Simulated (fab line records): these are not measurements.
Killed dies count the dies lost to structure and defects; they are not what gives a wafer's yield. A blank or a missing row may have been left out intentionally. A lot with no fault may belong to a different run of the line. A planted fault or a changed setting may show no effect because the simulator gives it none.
Matching of chambers | flow nandHarc | rieDiel-01 running NHARC_P_STI_DESCUM_14: 4 sister chambers
The step chemistry O2, time 3 s. 14 wafers are shown with their chamber, then 7 later ones without.

== EACH WAFER AND ITS CHAMBER ==
wafer  | chamber | showerheadPlenumPTorr (Torr) | drypumpMotorCurrentA (A) | oesProductAu (a.u.)
L710.2 | 2       | 1.99                         | 5.7                      | 0.999
L710.3 | 1       | 1.93                         | 5.4                      | 1.004
L710.4 | 0       | 2.06                         | 5.6                      | 0.990
L712.2 | 3       | 1.79                         | 5.3                      | 1.011
L712.3 | 0       | 2.06                         | 5.6                      | 1.006
L712.6 | 1       | 1.93                         | 5.4                      | 1.012
L724.2 | 1       | 1.93                         | 5.4                      | 1.002
L724.3 | 3       | 1.79                         | 5.3                      | 1.000
L724.5 | 1       | 1.93                         | 5.3                      | 1.008
L725.2 | 0       | 2.06                         | 5.6                      | 0.999
L725.3 | 1       | 1.93                         | 5.3                      | 1.015
L725.4 | 3       | 1.79                         | 5.3                      | 1.014
L726.1 | 0       | 2.05                         | 5.6                      | 1.002
L726.2 | 2       | 1.99                         | 5.6                      | 1.008

SIGNATURES, as means of the wafers listed above
reading               | chamber 0 | chamber 1 | chamber 2 | chamber 3 | scatter within a chamber
showerheadPlenumPTorr | 2.0575    | 1.9300    | 1.9900    | 1.7900    | 0.00274
drypumpMotorCurrentA  | 5.600     | 5.360     | 5.650     | 5.300     | 0.0412
oesProductAu          | 0.99925   | 1.00820   | 1.00350   | 1.00833   | 0.00636
Rule: a wafer lies at a distance from a chamber equal to the root of the sum of squares, over the readings, of (its reading less the chamber's mean, divided by the reading's scatter). If the next closest chamber is less than 2 further off than the closest, the wafer can't be placed; otherwise it belongs to the closest. The scatter: the root of (the sum of the squares of (reading less its chamber's mean) over the shown wafers, divided by (wafers less chambers)).

== WAFERS WITHOUT THEIR CHAMBER ==
wafer  | showerheadPlenumPTorr (Torr) | drypumpMotorCurrentA (A) | oesProductAu (a.u.)
L726.3 | 1.93                         | 5.3                      | 1.005
L727.2 | 1.93                         | 5.4                      | 1.016
L727.4 | 1.99                         | 5.6                      | 1.005
L727.5 | 1.99                         | 5.7                      | 1.000
L732.2 | 1.98                         | 5.7                      | 1.006
L732.4 | 1.93                         | 5.3                      | 0.993
L732.6 | 1.79                         | 5.3                      | 0.991

== THE CHAMBER EACH PASSED THROUGH ==
wafer  | from the rows above | in truth
L726.3 | 1                   | 1
L727.2 | 1                   | 1
L727.4 | 2                   | 2
L727.5 | 2                   | 2
L732.2 | 2                   | 2
L732.4 | 1                   | 1
L732.6 | 3                   | 3
Placed correctly: 7 of 7. Number that these rows cannot place: 0. 0 placed wrongly.
